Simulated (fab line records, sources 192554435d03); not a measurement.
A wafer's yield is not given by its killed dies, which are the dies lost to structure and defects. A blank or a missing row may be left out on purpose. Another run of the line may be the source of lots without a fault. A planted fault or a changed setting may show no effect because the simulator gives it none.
fab line records	flow n5Finfet
record lots=11	wafers=33	lastDay=19
route steps=1938 shown BEOL_M7@1276 PASSIVATION@1936
lots that met no fault: from a run of the same line without faults
startH: hours from the record's first day to the start of the lot's first wafer shown	waitH: hours elapsed since this lot's preceding step	" identical to the entry in the row above	L1.1+2: a single row standing in for several wafers	- no value, or no start was given	* or withheld: withheld	< > ~ a bound
route shown NAME@n: names a module that has steps shown in the file, with the first one's number in the route	usual: the fault-free wafers' mean and standard deviation	same: alike in all rows	chamber/n: place in a boat	sites: the reading at each site	_std_site: the values' standard deviation	_edge_site: inner sites' mean taken away from outer sites' mean	radiusMm: how far each site lies from the wafer's centre	mask NAME#n: copy n	behind: the last tool/chamber to shape the wafer	hold: what put the lot on hold/how long, in hours/how the hold closed	device: whichever transistor did not switch (one of n, p or np)	end of line: the tests these same wafers got at the end of their route	where a step has no rows: the recipe by itself	killed: the dies lost at the first sort to structure and to defects; this is not the yield of the wafer	map: the dies of a wafer, with x for killed, . for not killed, _ for no die there
set.NAME: the setting the step ran with; set.NAME@STEP: the setting that earlier step ran with	model.NAME: the simulator's own value behind a step, which no gauge read
route steps across a sampled set of lots; one table per step, one row per wafer
services: when a tool's chamber went out of use (startH, in hours from the record's first day, below 0 if earlier), for how many hours, and the reason
## steps
# step N5_BEOL_M7_CD_MEAS_11
# recipe targetCdNm=38.5	landingEnergyEv=500	detector=seInlens	polarity=opening
# usual cdNm=38.7/0.53
lot.wafer	tool	chamber	startH	waitH	cdNm
L485.2	cdSem-01	0	265.95	-	38.6
L485.3	"	0	"	"	38.1
L485.6	"	0	"	"	39.1
L484.4	cdSem-02	0	268.93	-	39.5
L484.5	"	0	"	"	39.2
L484.6	"	0	"	"	39.3
L486.1	cdSem-01	0	284.78	-	39.4
L486.4	"	0	"	"	38.5
L486.6	"	0	"	"	38.7
L487.2	cdSem-03	0	288.54	-	38.4
L487.4	"	0	"	"	39.5
L487.5	"	0	"	"	38.6
L483.3	cdSem-02	0	333.60	-	39.2
L483.4	"	0	"	"	39.0
L483.6	"	0	"	"	39.1
L498.2	cdSem-03	0	357.79	-	38.1
L498.5	"	0	"	"	37.6
L498.6	"	0	"	"	38.6
L499.1	cdSem-02	0	365.03	-	39.3
L499.2	"	0	"	"	38.2
L499.4	"	0	"	"	37.7
L501.1	cdSem-02	0	365.19	-	38.7
L501.3	"	0	"	"	39.5
L501.4	"	0	"	"	39.7
L500.2	cdSem-02	0	366.49	-	38.6
L500.4	"	0	"	"	38.2
L500.6	"	0	"	"	38.4
L502.2	cdSem-03	0	370.20	-	38.3
L502.5	"	0	"	"	39.1
L502.6	"	0	"	"	39.0
L503.2	cdSem-02	0	375.21	-	38.7
L503.5	"	0	"	"	37.6
L503.6	"	0	"	"	38.6
# step N5_BEOL_M7_OVL_MEAS_12
# recipe pointsPerWafer=44
# usual M7_OVL=0.2/0.78
lot.wafer	tool	chamber	startH	waitH	M7_OVL[nm]
L485.2	overlay-01	0	265.98	0.0	0.3
L485.3	"	0	"	"	-0.1
L485.6	"	0	"	"	-0.3
L484.4	overlay-01	0	268.96	0.0	0.9
L484.5	"	0	"	"	0.2
L484.6	"	0	"	"	0.1
L486.1	overlay-02	0	284.81	0.0	0.9
L486.4	"	0	"	"	0.9
L486.6	"	0	"	"	1.2
L487.2	overlay-01	0	288.57	0.0	-0.4
L487.4	"	0	"	"	0.0
L487.5	"	0	"	"	0.8
L483.3	overlay-02	0	333.63	0.0	0.8
L483.4	"	0	"	"	1.5
L483.6	"	0	"	"	1.6
L498.2	overlay-02	0	357.82	0.0	-0.2
L498.5	"	0	"	"	0.2
L498.6	"	0	"	"	1.2
L499.1	overlay-02	0	365.06	0.0	0.7
L499.2	"	0	"	"	1.0
L499.4	"	0	"	"	0.8
L501.1	overlay-01	0	365.22	0.0	1.2
L501.3	"	0	"	"	0.7
L501.4	"	0	"	"	0.1
L500.2	overlay-02	0	366.52	0.0	0.2
L500.4	"	0	"	"	0.3
L500.6	"	0	"	"	1.5
L502.2	overlay-01	0	370.23	0.0	0.5
L502.5	"	0	"	"	-0.3
L502.6	"	0	"	"	-0.2
L503.2	overlay-01	0	375.24	0.0	-0.2
L503.5	"	0	"	"	-0.7
L503.6	"	0	"	"	-0.3
# step N5_BEOL_M7_HM_OPEN_17
# recipe chemistry=Cl2/BCl3	targetDepthA=200	overetchA=60	target=TiN	maskMaterial=SOC	ionEnergyEv=150	pressureMtorr=10	icpW=1000	biasW=126	Cl2_flow_sccm=53.25	bcl3FlowSccm=21.75	Ar_flow_sccm=25
# usual drypumpMotorCurrentA=5.8/0.43	mfcArSccm=25.02/0.067	oesProductAu=0.69/0.049	throttleValvePct=22.15/0.26
lot.wafer	tool	chamber	startH	waitH	drypumpMotorCurrentA	mfcArSccm	oesProductAu	rfHoursCounterH	throttleValvePct
L485.2	rieMetal-01	1	266.31	0.0	6.0	25.07	0.63	46	22.63
L485.3	"	1	"	"	6.0	25.01	0.64	-	22.61
L485.6	"	0	"	"	5.9	24.99	0.65	-	22.02
L484.4	rieMetal-02	1	269.62	0.1	5.0	24.97	0.71	-	21.73
L484.5	"	1	"	"	5.0	25.12	0.71	-	21.75
L484.6	"	0	"	"	5.9	25.01	0.70	-	22.27
L486.1	rieMetal-03	0	285.28	0.0	6.3	25.02	0.72	31	22.13
L486.4	"	0	"	"	6.2	25.06	0.71	-	22.13
L486.6	"	0	"	"	6.3	24.99	0.70	-	22.12
L487.2	rieMetal-01	0	288.90	0.0	5.9	25.03	0.64	49	22.03
L487.4	"	0	"	"	5.9	25.13	0.64	-	22.05
L487.5	"	0	"	"	5.9	25.03	0.64	-	22.03
L483.3	rieMetal-03	1	334.48	0.1	6.0	25.14	0.83	-	22.19
L483.4	"	0	"	"	6.3	25.02	0.69	-	22.15
L483.6	"	1	"	"	6.0	24.95	0.83	-	22.17
L498.2	rieMetal-01	1	358.15	0.0	6.1	25.07	0.62	52	22.65
L498.5	"	0	"	"	5.9	24.95	0.63	-	22.06
L498.6	"	1	"	"	6.0	24.97	0.62	-	22.64
L499.1	rieMetal-03	0	365.66	0.0	6.3	25.02	0.69	37	22.14
L499.2	"	1	"	"	6.0	25.05	0.79	4	22.20
L499.4	"	1	"	"	6.0	25.06	0.80	-	22.22
L501.1	rieMetal-02	1	365.92	0.0	5.0	25.08	0.70	26	21.73
L501.3	"	1	"	"	5.0	25.15	0.70	-	21.74
L501.4	"	0	"	"	5.9	24.94	0.69	-	22.27
L500.2	rieMetal-02	0	366.86	0.0	5.9	25.11	0.69	32	22.29
L500.4	"	0	"	"	5.9	24.94	0.68	-	22.29
L500.6	"	0	"	"	5.9	25.02	0.69	-	22.26
L502.2	rieMetal-03	0	370.57	0.0	6.3	24.91	0.69	39	22.15
L502.5	"	1	"	"	6.0	25.07	0.79	-	22.23
L502.6	"	0	"	"	6.3	24.98	0.69	-	22.14
L503.2	rieMetal-01	1	375.58	0.0	6.0	25.10	0.62	53	22.65
L503.5	"	0	"	"	5.9	24.97	0.64	-	22.06
L503.6	"	1	"	"	6.1	24.91	0.62	-	22.64
# step N5_BEOL_M7_EXPOSE_25
# recipe maskId=V6	na=0.33	sourceShape=annular	sigmaInner=0.4	sigmaOuter=0.8	polarization=unpolarized	targetCdNm=40	doseMj=42.5
# same na=0.33	sigmaOuter=0.8
lot.wafer	tool	chamber	startH	waitH	mask
L485.2+3+6	euvScanner-01	0	268.28	-	V6#0
L484.4+5+6	euvScanner-02	0	271.23	-	V6#0
L486.1+4+6	euvScanner-02	0	286.92	-	V6#0
L487.2+4+5	euvScanner-01	0	290.23	-	V6#0
L483.3+4+6	euvScanner-01	0	335.04	-	V6#0
L498.2+5+6	euvScanner-02	0	358.74	-	V6#0
L499.1+2+4	euvScanner-02	0	366.63	-	V6#0
L501.1+3+4	euvScanner-01	0	368.66	-	V6#0
L500.2+4+6	euvScanner-01	0	368.71	-	V6#0
L502.2+5+6	euvScanner-01	0	373.86	-	V6#0
L503.2+5+6	euvScanner-01	0	377.63	-	V6#0
# step N5_BEOL_M7_OVL_MEAS_29
# recipe pointsPerWafer=522
# usual V6_OVL=-0.1/0.75
lot.wafer	tool	chamber	startH	waitH	V6_OVL[nm]
L485.2	overlay-01	0	268.44	0.0	0.5
L485.3	"	0	"	"	1.2
L485.6	"	0	"	"	0.1
L484.4	overlay-01	0	271.39	0.0	-0.8
L484.5	"	0	"	"	-1.4
L484.6	"	0	"	"	-0.3
L486.1	overlay-02	0	287.09	0.0	-0.7
L486.4	"	0	"	"	-0.6
L486.6	"	0	"	"	0.9
L487.2	overlay-02	0	290.39	0.0	-0.2
L487.4	"	0	"	"	-0.3
L487.5	"	0	"	"	-0.8
L483.3	overlay-01	0	335.20	0.0	0.4
L483.4	"	0	"	"	-0.9
L483.6	"	0	"	"	-0.2
L498.2	overlay-02	0	358.90	0.0	8.1
L498.5	"	0	"	"	8.1
L498.6	"	0	"	"	9.2
L499.1	overlay-01	0	366.79	0.0	9.2
L499.2	"	0	"	"	9.2
L499.4	"	0	"	"	9.4
L501.1	overlay-01	0	368.83	0.0	1.8
L501.3	"	0	"	"	1.8
L501.4	"	0	"	"	0.4
L500.2	overlay-01	0	368.88	0.0	0.7
L500.4	"	0	"	"	0.6
L500.6	"	0	"	"	1.2
L502.2	overlay-01	0	374.02	0.0	-0.4
L502.5	"	0	"	"	-0.3
L502.6	"	0	"	"	-0.6
L503.2	overlay-01	0	377.79	0.0	0.7
L503.5	"	0	"	"	0.9
L503.6	"	0	"	"	0.7
# step N5_PASSIVATION_PROBE_49
# usual defectLimitedYield=90.9/1.4	killed_at_M0_to_M3=38/11	killed_at_M4_up=13/5.9	killedAtContacts=14/6.4	killedAtFrontEnd=38/11	killedAtOther=3.3/2.5	killedDies=107/16	killedOnRim=14/3.6	killedOpen=70/12	killedShort=35/7.7	sort_bin_5_function=5.3/0.94	sort_bin_6_memory=3.5/0.7	sortNPass=1073/16	sortYieldPct=90.9/1.4
# same grossDies=1180	killedAtBackSide=0	sort_bin_4_leakage[%]=0	sort_bin_8_speed[%]=0
lot.wafer	tool	chamber	startH	waitH	defectLimitedYield[%]	killed_at_M0_to_M3	killed_at_M4_up	killedAtContacts	killedAtFrontEnd	killedAtOther	killedDies	killedOnRim	killedOpen	killedShort	sort_bin_5_function[%]	sort_bin_6_memory[%]	sortNPass	sortYieldPct[%]
L484.4	prober-01	-	349.81	0.2	90.1	30	9	29	46	3	117	16	72	42	5.2	4.2	1063	90.1
L484.5	prober-01	-	349.86	0.2	88.5	30	8	27	69	2	136	16	91	44	6.4	4.8	1044	88.5
L484.6	prober-01	-	349.91	0.3	86.9	35	20	27	71	1	154	21	94	58	8.1	4.3	1026	86.9
L486.1	prober-01	-	372.04	0.0	89.7	44	12	10	54	2	122	14	75	47	5.8	3.7	1058	89.7
L486.4	prober-01	-	372.19	0.2	93.2	33	12	9	25	1	80	12	60	18	3.7	2.8	1100	93.2
L486.6	prober-01	-	372.29	0.3	91.5	37	21	5	32	5	100	12	65	31	5.5	2.8	1080	91.5
L483.3	prober-02	-	418.45	0.1	89.9	35	12	21	39	12	119	17	76	43	6.0	3.7	1061	89.9
L483.4	prober-02	-	418.50	0.2	91.6	40	9	18	28	4	99	10	67	32	5.1	3.1	1081	91.6
L483.6	prober-02	-	418.60	0.3	91.6	19	13	14	48	5	99	14	67	32	4.7	3.2	1081	91.6
L498.2	prober-01	-	443.73	0.1	92.9	22	12	10	40	0	84	8	50	28	4.0	2.4	1096	92.9
L498.5	prober-01	-	443.88	0.2	92.5	25	6	9	44	5	89	12	61	26	4.7	2.8	1091	92.5
L498.6	prober-01	-	443.93	0.3	93.9	24	6	10	29	3	72	13	51	17	3.4	2.5	1108	93.9
L499.1	prober-02	-	461.48	0.0	88.7	60	16	6	48	3	133	24	75	55	7.0	3.9	1047	88.7
L499.2	prober-02	-	461.53	0.1	89.5	54	5	11	51	3	124	12	81	42	6.2	4.0	1056	89.5
L499.4	prober-02	-	461.63	0.2	88.9	43	14	17	51	6	131	14	86	45	5.8	4.8	1049	88.9
L501.1	prober-01	-	464.21	0.0	91.9	30	13	19	27	6	95	9	62	31	5.3	2.5	1085	91.9
L501.3	prober-01	-	464.31	0.1	92.1	29	4	14	41	5	93	12	63	30	4.5	3.2	1087	92.1
L501.4	prober-01	-	464.36	0.2	91.3	25	14	24	36	4	103	16	75	28	4.7	3.2	1077	91.3
# killed by level:class
L484.4 MOL_CONTACT_COAG:geometricParticle:open=21 FIN_SAQP:geometricParticle:short=11 FIN_SAQP:geometricParticle:open=9 MOL_CONTACT_COAG:geometricParticle:short=8 GATE_CUT:geometricParticle:short=6 BEOL_M1:geometricParticle:open=5 BEOL_M1:geometricParticle:short=5 STARTING-WAFER:geometricParticle:open=5
L484.5 FIN_SAQP:geometricParticle:open=25 MOL_CONTACT_COAG:geometricParticle:open=21 FIN_SAQP:geometricParticle:short=18 BEOL_M0_SAQP:geometricParticle:short=12 STI_FIN_REVEAL:geometricParticle:open=10 BEOL_M0_SAQP:geometricParticle:open=7 MOL_CONTACT_COAG:geometricParticle:short=6 GATE_CUT:geometricParticle:open=5
L484.6 FIN_SAQP:geometricParticle:short=27 FIN_SAQP:geometricParticle:open=23 MOL_CONTACT_COAG:geometricParticle:open=21 BEOL_M1:geometricParticle:open=10 BEOL_M0_SAQP:geometricParticle:short=10 STI_FIN_REVEAL:geometricParticle:open=9 MOL_CONTACT_COAG:geometricParticle:short=6 GATE_CUT:geometricParticle:short=5
L486.1 FIN_SAQP:geometricParticle:open=19 BEOL_M0_SAQP:geometricParticle:short=14 BEOL_M3:geometricParticle:open=14 FIN_SAQP:geometricParticle:short=11 STI_FIN_REVEAL:geometricParticle:open=9 BEOL_M0_SAQP:geometricParticle:open=7 BEOL_M2:geometricParticle:open=6 STI_FIN_REVEAL:geometricParticle:short=5
L486.4 MOL_CONTACT_COAG:geometricParticle:open=9 BEOL_M2:geometricParticle:open=8 BEOL_M3:geometricParticle:open=7 BEOL_M0_SAQP:geometricParticle:open=6 BEOL_M4:geometricParticle:open=6 STI_FIN_REVEAL:geometricParticle:open=5 BEOL_M0_SAQP:geometricParticle:short=5 GATE_CUT:geometricParticle:open=4
L486.6 BEOL_M0:geometricParticle:open=9 STI_FIN_REVEAL:geometricParticle:open=8 BEOL_M4:geometricParticle:open=8 FIN_SAQP:geometricParticle:short=7 BEOL_M0_SAQP:geometricParticle:open=7 BEOL_M3:geometricParticle:open=6 FIN_SAQP:geometricParticle:open=5 MOL_CONTACT_COAG:geometricParticle:open=5
L483.3 MOL_CONTACT_COAG:geometricParticle:open=17 FIN_SAQP:geometricParticle:open=13 BEOL_M0_SAQP:geometricParticle:short=8 BEOL_M2:geometricParticle:open=8 GATE_CUT:geometricParticle:short=6 BEOL_M0_SAQP:geometricParticle:open=6 BEOL_M1:geometricParticle:open=5 BEOL_M4:geometricParticle:open=5
L483.4 MOL_CONTACT_COAG:geometricParticle:open=16 BEOL_M2:geometricParticle:open=10 FIN_SAQP:geometricParticle:short=7 BEOL_M1:geometricParticle:open=7 BEOL_M0_SAQP:geometricParticle:open=7 FIN_SAQP:geometricParticle:open=6 BEOL_M2:geometricParticle:short=6 BEOL_M0_SAQP:geometricParticle:short=6
L483.6 FIN_SAQP:geometricParticle:open=13 FIN_SAQP:geometricParticle:short=11 MOL_CONTACT_COAG:geometricParticle:open=10 GATE_CUT:geometricParticle:short=8 BEOL_M2:geometricParticle:open=8 BEOL_M4:geometricParticle:open=5 STI_FIN_REVEAL:geometricParticle:open=4 MOL_CONTACT_COAG:geometricParticle:short=4
L498.2 STI_FIN_REVEAL:geometricParticle:open=13 MOL_CONTACT_COAG:geometricParticle:open=7 BEOL_M0_SAQP:geometricParticle:short=7 BEOL_M0_SAQP:geometricParticle:open=6 STARTING-WAFER:geometricParticle:short=6 HKMG_FIN:areaEtch=5 FIN_SAQP:geometricParticle:short=4 BEOL_M1:geometricParticle:open=4
L498.5 STI_FIN_REVEAL:geometricParticle:open=16 FIN_SAQP:geometricParticle:open=8 MOL_CONTACT_COAG:geometricParticle:open=7 FIN_SAQP:geometricParticle:short=6 BEOL_M0_SAQP:geometricParticle:short=6 BEOL_M1:geometricParticle:open=6 BEOL_M0_SAQP:geometricParticle:open=3 DUMMY_GATE:geometricParticle:open=3
L498.6 FIN_SAQP:geometricParticle:open=7 STI_FIN_REVEAL:geometricParticle:open=7 MOL_CONTACT_COAG:geometricParticle:open=7 BEOL_M1:geometricParticle:open=7 BEOL_M0_SAQP:geometricParticle:short=5 BEOL_M2:geometricParticle:open=5 FIN_SAQP:geometricParticle:short=3 DUMMY_GATE:geometricParticle:open=3
L499.1 FIN_SAQP:geometricParticle:short=21 BEOL_M1:geometricParticle:open=13 BEOL_M0_SAQP:geometricParticle:short=11 BEOL_M2:geometricParticle:open=11 FIN_SAQP:geometricParticle:open=10 BEOL_M4:geometricParticle:open=9 BEOL_M3:geometricParticle:open=8 BEOL_M1:geometricParticle:short=4
L499.2 FIN_SAQP:geometricParticle:open=18 FIN_SAQP:geometricParticle:short=12 MOL_CONTACT_COAG:geometricParticle:open=10 BEOL_M3:geometricParticle:open=10 STI_FIN_REVEAL:geometricParticle:open=8 BEOL_M1:geometricParticle:open=8 BEOL_M1:geometricParticle:short=8 BEOL_M2:geometricParticle:open=8
L499.4 FIN_SAQP:geometricParticle:open=19 FIN_SAQP:geometricParticle:short=15 BEOL_M1:geometricParticle:open=13 MOL_CONTACT_COAG:geometricParticle:open=12 BEOL_M2:geometricParticle:open=10 GATE_CUT:geometricParticle:open=5 MOL_CONTACT_COAG:geometricParticle:short=5 BEOL_M4:geometricParticle:open=5
L501.1 MOL_CONTACT_COAG:geometricParticle:open=18 STI_FIN_REVEAL:geometricParticle:open=7 FIN_SAQP:geometricParticle:open=6 BEOL_M0_SAQP:geometricParticle:short=5 BEOL_M0:geometricParticle:open=5 BEOL_M2:geometricParticle:short=5 BEOL_M4:geometricParticle:open=4 GATE_CUT:geometricParticle:short=4
L501.3 FIN_SAQP:geometricParticle:open=12 MOL_CONTACT_COAG:geometricParticle:open=12 FIN_SAQP:geometricParticle:short=8 STI_FIN_REVEAL:geometricParticle:open=8 BEOL_M0_SAQP:geometricParticle:short=6 BEOL_M1:geometricParticle:open=6 BEOL_M0_SAQP:geometricParticle:open=5 STARTING-WAFER:geometricParticle:open=4
L501.4 MOL_CONTACT_COAG:geometricParticle:open=23 STI_FIN_REVEAL:geometricParticle:open=17 BEOL_M1:geometricParticle:open=10 FIN_SAQP:geometricParticle:short=7 STI_FIN_REVEAL:geometricParticle:short=6 BEOL_M4:geometricParticle:open=4 FIN_SAQP:geometricParticle:open=3 BEOL_M0_SAQP:geometricParticle:short=3
## services
tool	chamber	startH	hours	kind
euvScanner-01	-	246.87	1.0	pm
euvScanner-02	-	266.47	1.0	pm
rieMetal-03	1	278.13	-	clean
rieMetal-03	1	278.13	20.0	scheduledDown
rieMetal-03	1	278.13	20.0	ventCycle
euvScanner-01	0	300.01	-	calibration
euvScanner-01	-	303.02	1.0	pm
euvScanner-02	0	313.80	-	calibration
rieMetal-03	1	315.00	14.0	repair
euvScanner-02	-	322.62	1.0	pm
euvScanner-01	-	335.87	0.5	repair
rieMetal-02	0	341.95	3.6	repair
euvScanner-01	-	359.17	1.0	pm
euvScanner-02	-	367.31	4.6	pm
## key
firstSign step=N5_BEOL_M7_OVL_MEAS_29	reading=V6_OVL	direction=up	sigmas=12	usual=-0.1	struck=8.9
effect none on later readings
metAt N5_BEOL_M7_EXPOSE_25
struckLots L498,L499
notActingAt N5_BEOL_M7_CD_MEAS_11,N5_BEOL_M7_OVL_MEAS_12,N5_BEOL_M7_HM_OPEN_17
onsetBetween 286.92 358.74
fault kind=scannerMatchingOverlay	tool=euvScanner-02	chamber=-	onsetH=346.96	steps=N5_BEOL_M7_EXPOSE_25	offset=8.7059
